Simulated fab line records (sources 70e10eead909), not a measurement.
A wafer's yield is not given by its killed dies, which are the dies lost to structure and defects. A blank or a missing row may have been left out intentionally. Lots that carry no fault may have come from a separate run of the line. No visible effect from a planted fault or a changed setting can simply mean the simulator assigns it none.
What tool caused it? + flow nand_harc + 18 wafers from 6 lots sampled at 3 of the route's 1302 steps

WHAT EACH GAUGE READ, for each wafer
NHARC_P_M0_THK_MEAS_24: measures by xrf.
| lot  | measured     | on            | thk_nm (nm)       |
|------|--------------|---------------|-------------------|
| L959 | day 6 19:23  | film_metro-01 | 118.2 118.9 118.9 |
| L961 | day 7 21:05  | film_metro-01 | 115.6 119.4 117.5 |
| L965 | day 9 09:20  | film_metro-02 | 116.4 117.5 116.4 |
| L975 | day 14 00:48 | film_metro-02 | 118.7 118.9 118.6 |
| L976 | day 14 08:06 | film_metro-02 | 117.8 115.9 118.0 |
| L980 | day 15 15:09 | film_metro-02 | 119.4 119.4 117.6 |

WHICH TOOL RAN EACH LOT (tool, then ch and the chambers of the sampled wafers, then the start)
| lot  | NHARC_P_M0_ETCH_15                            | NHARC_P_M0_STRIP_18                |
|------|-----------------------------------------------|------------------------------------|
| L959 | rie_diel-13 ch 0,2, day 6 17:26 or earlier    | rie_diel-13 ch 2,3, day 6 17:26    |
| L961 | rie_diel-13 ch 0,3, day 7 19:09 or earlier    | rie_diel-05 ch 1,2,3, day 7 19:09  |
| L965 | rie_diel-13 ch 0,1, day 9 07:26 or earlier    | rie_diel-13 ch 1,2,3, day 9 07:26  |
| L975 | rie_diel-13 ch 0,1,2, day 13 22:49 or earlier | rie_diel-13 ch 1,2,3, day 13 22:49 |
| L976 | rie_diel-13 ch 0,1,2, day 14 06:11 or earlier | rie_diel-05 ch 1,3, day 14 06:11   |
| L980 | rie_diel-02 ch 0,1,3, day 15 13:13 or earlier | rie_diel-02 ch 1,2,3, day 15 13:13 |
- NHARC_P_M0_ETCH_15: etches the open film in C4F8/Ar, target depth 150 nm, overetch 15 nm, time 82.5 s.
- NHARC_P_M0_STRIP_18: strips in N2/H2.

THE ANSWER, worked out from the rows above alone
Rule: the usual values come from the lots themselves. Put in order of their means at a reading, lots are off if they are a third of the lots or fewer, leave a main group of 4 or more, and stand apart from it by a gap of 3 or more times the standard deviation of the main group's means; of several such gaps the widest counts. A main group is skipped when, at the precision printed for the reading in the tables above, its means are all equal. A lot without any number at a reading at which 4 lots or more have one is off too. All remaining lots with rows at the step are treated as sound.
Across all readings shown, no lot is off: no conclusion can be drawn from this.

WHAT THE SIMULATOR PUT IN
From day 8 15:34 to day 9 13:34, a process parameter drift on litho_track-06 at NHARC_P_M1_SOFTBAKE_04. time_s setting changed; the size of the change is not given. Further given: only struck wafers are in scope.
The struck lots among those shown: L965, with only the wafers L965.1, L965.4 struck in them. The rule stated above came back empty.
